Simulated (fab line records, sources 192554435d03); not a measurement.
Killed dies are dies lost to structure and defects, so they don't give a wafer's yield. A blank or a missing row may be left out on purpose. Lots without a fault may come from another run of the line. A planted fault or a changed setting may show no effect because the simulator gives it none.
Problem report in the 8D (eight disciplines) form, filled by code | flow n5_finfet | the parts of the form that need people (team, actions taken, sign-off) are left out

1. THE PROBLEM
run_length_s at N5_FIN_CUT_COAT_19 reads a mean of 62.19 s on 2 wafers of 2 lots; wafers without a fault read 66.19 s with a standard deviation of 0.17. That is -24 standard deviations from the usual mean.
The step: time 60 s, resist thk 20 nm.
First seen on wafer L675.6, day 6 10:06, on litho_track-02. The record holds 29 wafers of 10 lots with a number at this step. Rule for "out", or "out of limits": more than 4 standard deviations from the usual mean. The other wafers with a number count as sound.

2. WHAT IT IS AND WHAT IT IS NOT
question                    | is                                 | is not
which readings at this step | run_length_s, heater_power_total_W | dispense_pressure_kPa
which lots                  | L675, L678                         | L658, L663, L665, L668, L669, L670, L680, L681
which wafers of those lots  | L675.6, L678.6                     | L675.1, L678.1, L678.3
read on which tools         | litho_track-02                     | litho_track-05
when                        | from day 6 10:06                   | up to then (19 sound wafers); but 8 sound wafers of L678, L680, L681 came after

3. SUSPECTS, AND WHAT RULES EACH OUT
Counting: a tool at a process step up to the reading stays a suspect if it ran every lot that is out. Sound lots after the first of them don't rule it out here, since some wafers of a struck lot are sound.
- rtp_anneal-02 at N5_FIN_SAQP_DENSIFY_62 (time 60 s): kept. It ran every lot that is out, first L675 (day 6 03:56); its last sound lot up to then is L669 (day 4 16:03).
- rie_si-04 at N5_FIN_SAQP_MANDREL2_REMOVE_60 (chemistry HBr/Cl2/O2, target a-Si, stops on SiNx, bt time 10 s): kept. It ran every lot that is out, first L675 (day 6 09:22); its last sound lot up to then is L670 (day 5 03:43).
- litho_track-02 at N5_FIN_CUT_COAT_19 (time 60 s, resist thk 20 nm): kept. It ran every lot that is out, first L675 (day 6 10:06); its last sound lot up to then is L670 (day 5 04:31). Its own readings are out on those wafers: heater_power_total_W, run_length_s.
- Within rie_si-04 at N5_FIN_SAQP_MANDREL2_REMOVE_60: the wafers that are out ran in chamber 2; their sound lot-mates ran in chambers 0, 1, 3.
Left after counting: rtp_anneal-02 at N5_FIN_SAQP_DENSIFY_62, rie_si-04 at N5_FIN_SAQP_MANDREL2_REMOVE_60, litho_track-02 at N5_FIN_CUT_COAT_19.

4. THE CAUSE (what the simulator had put in)
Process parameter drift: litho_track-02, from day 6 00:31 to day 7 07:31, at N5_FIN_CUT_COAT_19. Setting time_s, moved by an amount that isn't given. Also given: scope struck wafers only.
Counting left 3 suspects, and this tool is among them.

5. THE CHAIN OF EFFECTS, in route order
Each row: a reading whose mean over the struck wafers that have a number lies more than 3 standard deviations from the usual. Only readings for which the record gives a usual standard deviation are gone through. hours: the time from each lot's start at the first step in this table that gives one to its start at this step, as a median over the lots. sigmas: the change in usual standard deviations.
hours | step               | reading              | usual   | on struck wafers | change | sigmas
0     | N5_FIN_CUT_COAT_19 | heater_power_total_W | 427.6 W | 445.8            | +18.2  | +8.7
0     | N5_FIN_CUT_COAT_19 | run_length_s         | 66.19 s | 62.19            | -4.00  | -24
The process steps in it:
- N5_FIN_CUT_COAT_19: time 60 s, resist thk 20 nm.
Readings that are blank on the struck wafers while sound wafers have them: plate_temp_C at N5_FIN_CUT_COAT_19.
Later measuring or inspecting steps at which every struck wafer that the step has a row for has a number for every such reading, and none has moved that far: N5_BEOL_M4_RC_MEAS_101.

6. WHAT WOULD HAVE CAUGHT IT SOONER
In this record the first reading out of limits was taken at day 6 10:06, 10 hours after the fault began at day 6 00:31.
